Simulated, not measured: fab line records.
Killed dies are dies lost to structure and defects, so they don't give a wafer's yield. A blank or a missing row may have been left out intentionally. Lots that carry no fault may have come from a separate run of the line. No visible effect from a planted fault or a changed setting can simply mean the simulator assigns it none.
Which tool was responsible? | flow n5 finfet | 11 lots with 30 wafers sampled at 5 steps, on a route of 1938 steps

## WHAT THE GAUGES READ, wafer by wafer
N5_BEOL_M4_RC_MEAS_101. Usual: DIBL_N 36.5 mV/V, standard deviation 2.1; DIBL_P 36.6 mV/V, standard deviation 2.6; IOFF_N 0.17 nA/um, standard deviation 0.044; IOFF_P 0.21 nA/um, standard deviation 0.048; ION_N 674 uA/um, standard deviation 17; ION_P 462 uA/um, standard deviation 9.5; SS_N 71.6 mV/dec, standard deviation 0.77; SS_P 73.5 mV/dec, standard deviation 0.72; VT_N 250 mV, standard deviation 4.2; VT_P -250 mV, standard deviation 3.9.
lot  | measured     | on        | DIBL_N (mV/V)  | DIBL_P (mV/V)  | IOFF_N (nA/um) | IOFF_P (nA/um) | ION_N (uA/um) | ION_P (uA/um) | SS_N (mV/dec)  | SS_P (mV/dec)  | VT_N (mV)   | VT_P (mV)      | flag
L774 | day 10 01:57 | prober-02 | 33.3 38.8 31.5 | 32.4 39.3 30.2 | 0.09 0.19 0.08 | 0.16 0.26 0.13 | 644 676 636   | 452 469 452   | 70.7 71.5 70.1 | 71.9 74.8 72.3 | 259 250 262 | -254 -247 -256 |
L775 | day 10 08:25 | prober-02 | 34.9 37.0      | 33.9 37.6      | 0.13 0.17      | 0.17 0.22      | 671 684       | 460 468       | 70.6 71.1      | 73.4 74.7      | 255 248     | -254 -252      |
L776 | day 10 11:35 | prober-02 | 37.2 40.6 39.5 | 37.7 42.3 40.8 | 0.14 0.24 0.20 | 0.20 0.28 0.25 | 667 706 685   | 462 478 465   | 71.1 72.4 72.2 | 73.0 74.4 74.3 | 253 241 248 | -253 -245 -247 |
L777 | day 10 06:04 | prober-01 | 41.7 34.2 40.5 | 40.4 32.3 40.5 | 0.31 0.13 0.29 | 0.35 0.19 0.34 | 707 678 703   | 476 467 475   | 73.8 70.7 72.2 | 74.9 72.7 74.8 | 241 251 241 | -242 -250 -243 |
L787 | day 12 14:05 | prober-02 | 36.0 33.7      | 37.2 33.3      | 0.16 0.11      | 0.21 0.16      | 688 637       | 466 446       | 71.6 70.9      | 73.3 72.8      | 249 257     | -253 -258      |
L785 | day 13 12:01 | prober-02 | 37.6 33.3 38.7 | 39.6 33.2 41.4 | 0.18 0.12 0.20 | 0.24 0.15 0.28 | 667 664 664   | 456 453 460   | 72.1 70.7 72.3 | 74.0 72.2 74.4 | 250 253 247 | -249 -255 -250 |
L788 | day 13 12:56 | prober-02 | 35.9 33.9      | 32.5 32.2      | 0.13 0.11      | 0.17 0.17      | 642 643       | 446 449       | 70.9 70.0      | 72.0 71.7      | 254 252     | -252 -249      |
L790 | day 13 11:56 | prober-01 | 37.2 33.4 35.6 | 36.8 33.5 34.8 | 0.19 0.13 0.16 | 0.27 0.20 0.23 | 692 670 662   | 484 467 469   | 72.1 70.7 71.8 | 74.2 73.6 73.9 | 245 251 249 | -244 -249 -244 |
L791 | day 14 11:39 | prober-01 | 36.8 39.7 41.3 | 35.2 40.8 41.4 | 0.14 0.23 0.27 | 0.17 0.27 0.28 | 642 699 686   | 446 477 459   | 71.7 72.2 73.6 | 73.2 73.9 74.2 | 255 247 246 | -254 -245 -251 |
L793 | day 14 19:44 | prober-01 | 37.5 36.8 38.7 | 38.9 37.7 40.5 | 0.19 0.17 0.22 | 0.24 0.23 0.26 | 684 680 683   | 467 472 461   | 71.8 72.5 72.5 | 73.3 73.1 73.6 | 248 249 247 | -251 -248 -246 |
L794 | day 15 10:08 | prober-02 | 36.3 37.3 34.7 | 37.5 39.0 33.1 | 0.18 0.22 0.14 | 0.28 0.31 0.19 | 697 695 648   | 485 473 451   | 72.9 72.6 72.8 | 73.5 73.7 72.3 | 248 246 257 | -246 -241 -251 |

## WHAT TOOL EACH LOT RAN ON (gives the tool, then ch and the chambers of the sampled wafers, and finally the start)
lot  | N5_BEOL_M2_SPUTTER_86        | N5_BEOL_M2_ANNEAL_93         | N5_BEOL_M2_ANNEAL_51             | N5_BEOL_M2_CO_CAP_55
L774 | pvd sputter-02, day 8 01:40  | pvd sputter-02, day 8 02:25  | rtp anneal-01 ch 0, day 8 03:04  | cvd co-02 ch 0,1, day 8 03:52
L775 | pvd sputter-03, day 8 02:49  | pvd sputter-03, day 8 03:33  | rtp anneal-02 ch 0, day 8 04:14  | cvd co-01 ch 0,1, day 8 04:49
L776 | pvd sputter-03, day 8 10:47  | pvd sputter-03, day 8 11:31  | rtp anneal-01 ch 0, day 8 12:04  | cvd co-02 ch 0,1, day 8 12:44
L777 | pvd sputter-03, day 8 14:12  | pvd sputter-03, day 8 14:56  | rtp anneal-02 ch 0, day 8 15:29  | cvd co-02 ch 0,1, day 8 16:10
L787 | pvd sputter-01, day 10 18:45 | pvd sputter-01, day 10 19:29 | rtp anneal-01 ch 0, day 10 20:05 | cvd co-02 ch 1,2, day 10 20:43
L785 | pvd sputter-03, day 11 02:10 | pvd sputter-03, day 11 02:54 | rtp anneal-02 ch 0, day 11 03:30 | cvd co-02 ch 0,1, day 11 04:08
L788 | pvd sputter-03, day 11 12:57 | pvd sputter-03, day 11 13:41 | rtp anneal-02 ch 0, day 11 14:17 | cvd co-01 ch 1,2, day 11 14:56
L790 | pvd sputter-02, day 11 16:16 | pvd sputter-02, day 11 17:00 | rtp anneal-02 ch 0, day 11 17:33 | cvd co-01 ch 1,2, day 11 18:13
L791 | pvd sputter-03, day 12 08:25 | pvd sputter-03, day 12 09:10 | rtp anneal-01 ch 0, day 12 09:43 | cvd co-01 ch 1,2, day 12 10:23
L793 | pvd sputter-03, day 12 17:30 | pvd sputter-03, day 12 18:14 | rtp anneal-02 ch 0, day 12 18:56 | cvd co-01 ch 0,1,2, day 12 19:30
L794 | pvd sputter-01, day 13 02:31 | pvd sputter-01, day 13 03:15 | rtp anneal-01 ch 0, day 13 03:54 | cvd co-01 ch 0,1,2, day 13 04:32
- N5_BEOL_M2_SPUTTER_86: material Cu, target thk 4.5 nm, time 8.29 s.
- N5_BEOL_M2_ANNEAL_93: time 240 s.
- N5_BEOL_M2_ANNEAL_51: time 90 s.
- N5_BEOL_M2_CO_CAP_55: material Co, precursor CCTBA/H2, target thk 2 nm, time 102.1 s.

## AS READ BY THE TOOLS THEMSELVES (means over the sampled wafers that have a number; for cases with no such wafer, the mark the record gives instead)
N5_BEOL_M2_SPUTTER_86. Usual: throttle valve pct 29.6 %, standard deviation 0.88.
lot  | tool           | throttle valve pct (%) | flag
L774 | pvd sputter-02 | 29.8                   |
L775 | pvd sputter-03 | 29.5                   |
L776 | pvd sputter-03 | 29.3                   |
L777 | pvd sputter-03 | 29.0                   |
L787 | pvd sputter-01 | 29.4                   |
L785 | pvd sputter-03 | 30.0                   |
L788 | pvd sputter-03 | 29.5                   |
L790 | pvd sputter-02 | 29.7                   |
L791 | pvd sputter-03 | 30.0                   |
L793 | pvd sputter-03 | 29.7                   |
L794 | pvd sputter-01 | 28.7                   |

N5_BEOL_M2_ANNEAL_93. Usual: heater power w 810 W, standard deviation 58.
lot  | tool           | heater power w (W) | flag
L774 | pvd sputter-02 | 784                |
L775 | pvd sputter-03 | 848                |
L776 | pvd sputter-03 | 822                |
L777 | pvd sputter-03 | 844                |
L787 | pvd sputter-01 | 806                |
L785 | pvd sputter-03 | 824                |
L788 | pvd sputter-03 | 857                |
L790 | pvd sputter-02 | 778                |
L791 | pvd sputter-03 | 828                |
L793 | pvd sputter-03 | 807                |
L794 | pvd sputter-01 | 806                |

N5_BEOL_M2_ANNEAL_51. Usual: anneal temp c max 225.86, standard deviation 0.26; wafer_temp_C_max 225.9, standard deviation 0.3.
lot  | tool          | anneal temp c max | wafer_temp_C_max | flag
L774 | rtp anneal-01 | 226.05            | 225.6            |
L775 | rtp anneal-02 | 226.01            | 225.9            |
L776 | rtp anneal-01 | 226.17            | 225.8            |
L777 | rtp anneal-02 | 225.62            | 226.0            |
L787 | rtp anneal-01 | 226.00            | 225.6            |
L785 | rtp anneal-02 | 225.69            | 226.1            |
L788 | rtp anneal-02 | 225.61            | 226.2            |
L790 | rtp anneal-02 | 225.69            | 226.2            |
L791 | rtp anneal-01 | 226.16            | 225.6            |
L793 | rtp anneal-02 | 225.51            | 226.1            |
L794 | rtp anneal-01 | 226.21            | 225.5            |

N5_BEOL_M2_CO_CAP_55. Usual: heater power w 231 W, standard deviation 19; run length s 124.7 s, standard deviation 0.59.
lot  | tool      | heater power w (W) | run length s (s) | flag
L774 | cvd co-02 | 234                | 124.9            |
L775 | cvd co-01 | 233                | 124.7            |
L776 | cvd co-02 | 234                | 124.7            |
L777 | cvd co-02 | 230                | 124.5            |
L787 | cvd co-02 | 218                | 140.8            | OFF
L785 | cvd co-02 | 236                | 145.2            | OFF
L788 | cvd co-01 | 246                | 124.5            |
L790 | cvd co-01 | 250                | 124.8            |
L791 | cvd co-01 | 235                | 124.6            |
L793 | cvd co-01 | 232                | 124.9            |
L794 | cvd co-01 | 232                | 124.8            |

## THE ANSWER, worked out from the rows above alone
Rule: a lot counts as off when the mean over its wafers that have a number is more than 3 standard deviations away from the usual mean. Also off: a lot with no number at a reading for which 4 or more lots have one. Any other lot the step has rows for is counted as sound. Order of review: gauges by route order, followed by the tools' own readings, for which a lot's mean as printed above is used. At the first step where some lot is off, the reading lying furthest off is the one used; lots without a number count as furthest.
Off, at N5_BEOL_M2_CO_CAP_55 on run length s: L787, L785.
A tool fits if, at that step or a process step before it, it ran every lot that is off, and no sound lot after the first of them. One fits: cvd co-02 at N5_BEOL_M2_CO_CAP_55. Its last sound lot is L777 (day 8 16:10), its first lot that is off L787 (day 10 20:43): a fault that began between those two fits.
On the lots that are off, the tool's own readings at N5_BEOL_M2_CO_CAP_55 differ by more than 5 times the standard deviation of the sound lots' means, which bears it out; run length s reads 143.0 s there versus 124.7 s on the sound lots.

## WHAT HAD BEEN PUT IN BY THE SIMULATOR
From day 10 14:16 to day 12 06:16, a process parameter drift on cvd co-02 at N5_BEOL_M2_CO_CAP_55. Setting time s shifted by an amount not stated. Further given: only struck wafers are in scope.
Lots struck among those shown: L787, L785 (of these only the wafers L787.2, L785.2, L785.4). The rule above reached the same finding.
